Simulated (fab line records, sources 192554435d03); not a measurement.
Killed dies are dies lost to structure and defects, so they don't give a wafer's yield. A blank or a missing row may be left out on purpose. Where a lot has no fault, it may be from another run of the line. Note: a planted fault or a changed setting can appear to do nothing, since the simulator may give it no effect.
Check for tools in common    flow n5Finfet    Sample size 10 lots and 30 wafers

== REASON IT WAS OPENED ==
Of 10 lots, 2 have the reading CJ_N flagged at N5_BEOL_M4_RC_MEAS_101. No-fault wafers: 4.35, standard deviation 0.084.
Rule: a lot is flagged in two cases, either no wafer of it has a number, or all its wafers with numbers fall more than 4 standard deviations from that mean. As for the other lots, they are considered sound.

lot   measured      on         CJ_N, wafer by wafer  flag
L728  day 9 00:48   prober-02  4.20 4.23 4.19        
L732  day 10 23:41  prober-02  4.36 4.41 4.33        
L733  day 11 22:34  prober-01  4.29 4.33 4.48        
L736  day 12 12:19  prober-01  3.28 3.31 3.29        FLAGGED
L737  day 12 18:04  prober-02  3.32 3.30 3.27        FLAGGED
L738  day 13 03:38  prober-02  4.23 4.21 4.38        
L739  day 13 09:31  prober-01  4.27 4.27 4.28        
L730  day 13 19:13  prober-01  4.33 4.38 4.39        
L750  day 15 08:19  prober-01  4.28 4.31 4.43        
L751  day 15 11:02  prober-02  4.43 4.56 4.39        
On average the flagged lots' numbers are 3.29, which is -1.05 against the usual, or -13 standard deviations.

== WHICH TOOL EACH LOT WENT THROUGH ==
3 process steps preceding the reading are held in the record, out of 1938 steps in the route. Read each cell as the tool, then ch plus the chambers that the sampled wafers visited, then the start.
lot   flag     N5_WELL_APT_IMPLANT_32          N5_PMOS_HMC_CHANNEL_EPI_CMP_21  N5_PMOS_HMC_CHANNEL_EPI_EPI_26
L728           implanter-01 ch 0, day 1 15:26  cmp-03 ch 0,1,3, day 1 19:16    epiRpcvd-03 ch 0, day 1 19:35
L732           implanter-02 ch 0, day 2 15:39  cmp-01 ch 0,2, day 2 19:37      epiRpcvd-01 ch 0, day 2 20:05
L733           implanter-02 ch 0, day 2 21:49  cmp-01 ch 0,3, day 3 01:41      epiRpcvd-03 ch 0, day 3 02:05
L736  FLAGGED  implanter-02 ch 0, day 3 15:25  cmp-01 ch 1,2,3, day 3 19:49    epiRpcvd-01 ch 0, day 3 20:20
L737  FLAGGED  implanter-02 ch 0, day 3 21:13  cmp-01 ch 2,3, day 4 01:17      epiRpcvd-04 ch 0, day 4 01:55
L738           implanter-01 ch 0, day 4 03:27  cmp-01 ch 0,2,3, day 4 07:11    epiRpcvd-01 ch 0, day 4 07:36
L739           implanter-01 ch 0, day 4 09:14  cmp-02 ch 0,1,3, day 4 13:09    epiRpcvd-04 ch 0, day 4 13:31
L730           implanter-02 ch 0, day 2 03:14  cmp-03 ch 2,3, day 2 07:26      epiRpcvd-03 ch 0, day 2 07:56
L750           implanter-02 ch 0, day 7 04:14  cmp-01 ch 0,1,2, day 7 08:34    epiRpcvd-01 ch 0, day 7 10:44
L751           implanter-02 ch 0, day 7 09:18  cmp-03 ch 0,2,3, day 7 14:13    epiRpcvd-04 ch 0, day 7 14:33
What the steps here do:
- N5_WELL_APT_IMPLANT_32
- N5_PMOS_HMC_CHANNEL_EPI_CMP_21: polishes SiGe30, target thk 54 nm.
- N5_PMOS_HMC_CHANNEL_EPI_EPI_26: deposits Si from SiH4/H2, target thk 3.8 nm, time 22.7 s.
- N5_BEOL_M4_RC_MEAS_101

== FLAGGED AGAINST TOTAL, ONE TOOL AT A TIME (gauges that did the reading follow at the end) ==
step                            tool          lots run  flagged  share of the flagged lots  sound lots run after its first flagged lot
N5_WELL_APT_IMPLANT_32          implanter-01  3         0        none                       -
N5_WELL_APT_IMPLANT_32          implanter-02  7         2        all                        2 (L750,L751)
N5_PMOS_HMC_CHANNEL_EPI_CMP_21  cmp-01        6         2        all                        2 (L738,L750)
N5_PMOS_HMC_CHANNEL_EPI_CMP_21  cmp-02        1         0        none                       -
N5_PMOS_HMC_CHANNEL_EPI_CMP_21  cmp-03        3         0        none                       -
N5_PMOS_HMC_CHANNEL_EPI_EPI_26  epiRpcvd-01   4         1        some                       2 (L738,L750)
N5_PMOS_HMC_CHANNEL_EPI_EPI_26  epiRpcvd-03   3         0        none                       -
N5_PMOS_HMC_CHANNEL_EPI_EPI_26  epiRpcvd-04   3         1        some                       2 (L739,L751)
N5_BEOL_M4_RC_MEAS_101          prober-01     5         1        some                       3 (L739,L730,L750)
N5_BEOL_M4_RC_MEAS_101          prober-02     5         1        some                       2 (L738,L751)

== WHAT THE TABLE ALLOWS ==
implanter-02 at N5_WELL_APT_IMPLANT_32 and cmp-01 at N5_PMOS_HMC_CHANNEL_EPI_CMP_21 are the 2 rows of the table that ran each flagged lot.
- implanter-02 at N5_WELL_APT_IMPLANT_32 ran 7 lots, 2 of them flagged. Sound lots followed the first flagged one (L750, L751) on it, something a lasting fault affecting the whole tool could not allow. Its own readings lie more than 4 standard deviations out on every wafer of the flagged lots: beamEnergyKeV.
- cmp-01 at N5_PMOS_HMC_CHANNEL_EPI_CMP_21 ran 6 lots, 2 of them flagged. Sound lots followed the first flagged one (L738, L750) on it, something a lasting fault affecting the whole tool could not allow.
No row of the table ran every flagged lot and no sound lot after the first.

== WHAT HAD BEEN PUT IN BY THE SIMULATOR ==
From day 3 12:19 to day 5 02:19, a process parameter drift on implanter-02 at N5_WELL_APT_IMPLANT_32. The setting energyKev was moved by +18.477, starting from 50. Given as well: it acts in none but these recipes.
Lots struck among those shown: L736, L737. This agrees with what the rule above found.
